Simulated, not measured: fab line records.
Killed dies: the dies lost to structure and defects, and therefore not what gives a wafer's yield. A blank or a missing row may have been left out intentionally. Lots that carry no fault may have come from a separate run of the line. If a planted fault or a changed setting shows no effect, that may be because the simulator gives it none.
Matching of chambers || flow nand harc || NHARC_A_M1_PRE_CLEAN_32 on pecvd-02: 3 sister chambers
The step time 12 s. 6 wafers are shown with their chamber, then 8 later ones without.

== EACH WAFER AND ITS CHAMBER ==
{"wafer": "L086.4", "chamber": 0, "heater power w (W)": 625}
{"wafer": "L090.1", "chamber": 0, "heater power w (W)": 591}
{"wafer": "L090.6", "chamber": 2, "heater power w (W)": 575}
{"wafer": "L088.5", "chamber": 1, "heater power w (W)": 585}
{"wafer": "L088.6", "chamber": 2, "heater power w (W)": 637}
{"wafer": "L094.3", "chamber": 1, "heater power w (W)": 658}

== WAFERS MISSING THEIR CHAMBER ==
{"wafer": "L094.5", "heater power w (W)": 586}
{"wafer": "L094.6", "heater power w (W)": 667}
{"wafer": "L096.4", "heater power w (W)": 625}
{"wafer": "L096.5", "heater power w (W)": 677}
{"wafer": "L096.6", "heater power w (W)": 610}
{"wafer": "L097.1", "heater power w (W)": 647}
{"wafer": "L097.4", "heater power w (W)": 668}
{"wafer": "L097.6", "heater power w (W)": 588}

== WHICH CHAMBER EACH ONE RAN IN ==
{"wafer": "L094.5", "from the rows above": "can't be placed: 2 or 0 or 1", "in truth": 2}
{"wafer": "L094.6", "from the rows above": "can't be placed: 1 or 0 or 2", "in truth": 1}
{"wafer": "L096.4", "from the rows above": "can't be placed: 1 or 0 or 2", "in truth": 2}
{"wafer": "L096.5", "from the rows above": "can't be placed: 1 or 0 or 2", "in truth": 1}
{"wafer": "L096.6", "from the rows above": "can't be placed: 0 or 2 or 1", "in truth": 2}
{"wafer": "L097.1", "from the rows above": "can't be placed: 1 or 0 or 2", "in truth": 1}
{"wafer": "L097.4", "from the rows above": "can't be placed: 1 or 0 or 2", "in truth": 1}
{"wafer": "L097.6", "from the rows above": "can't be placed: 2 or 0 or 1", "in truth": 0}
Correctly placed: 0 of 8. From these rows, 8 cannot be placed; in 8 the true chamber is one of the candidates. Wrongly placed: 0.
How it was worked out, from the rows above alone: a wafer's distance from a chamber is the root of the sum, over the readings, of the square of ((its reading less the chamber's mean) divided by the reading's scatter). The wafer belongs to the nearest chamber; if the next one is less than 2 further off, it can't be placed. For every chamber, the mean is computed from those of its wafers that are shown. The scatter is the square root of a quotient: the sum, over the shown wafers, of each reading's squared deviation from its chamber's mean, divided by wafers minus chambers.
